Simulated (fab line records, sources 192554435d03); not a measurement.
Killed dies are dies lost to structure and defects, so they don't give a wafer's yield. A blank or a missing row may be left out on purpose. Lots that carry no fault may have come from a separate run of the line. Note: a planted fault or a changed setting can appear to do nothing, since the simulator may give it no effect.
Chamber matching ; flow n5 finfet ; 4 sister chambers for N5_WELL_APT_DESCUM_13 on rie diel-04
The step chemistry O2, time 7.9 s. 8 wafers are shown with their chamber, then 7 later ones without.

## WAFERS PAIRED WITH THEIR CHAMBERS
wafer;chamber;drypump motor current A (A);oes product au (a.u.)
L928.1;0;5.9;0.69
L928.6;2;6.4;0.76
L932.6;0;5.9;0.68
L937.3;1;5.9;0.93
L937.5;3;5.3;0.69
L937.6;1;5.9;0.92
L941.2;3;5.3;0.68
L941.3;2;6.5;0.75

## WAFERS WITH NO CHAMBER GIVEN
wafer;drypump motor current A (A);oes product au (a.u.)
L941.6;5.3;0.68
L942.2;5.9;0.92
L942.3;5.9;0.67
L942.4;5.3;0.68
L946.1;5.9;0.90
L946.2;6.5;0.73
L946.3;5.3;0.68

## CHAMBER TAKEN BY EACH
wafer;from the rows above;in truth
L941.6;3;3
L942.2;1;1
L942.3;0;0
L942.4;3;3
L946.1;1;1
L946.2;2;2
L946.3;3;3
Placed correctly: 7 of 7. Not placeable from these rows: 0. 0 placed wrongly.
How it was worked out, from the rows above alone: a wafer's distance from a chamber is the root of the sum, over the readings, of the square of ((its reading less the chamber's mean) divided by the reading's scatter). The wafer belongs to the nearest chamber; if the next one is less than 2 further off, it can't be placed. For every chamber, the mean is computed from those of its wafers that are shown. The scatter: take each reading less its chamber's mean, square it, sum over the shown wafers, divide by the number of wafers less the number of chambers, and take the root.
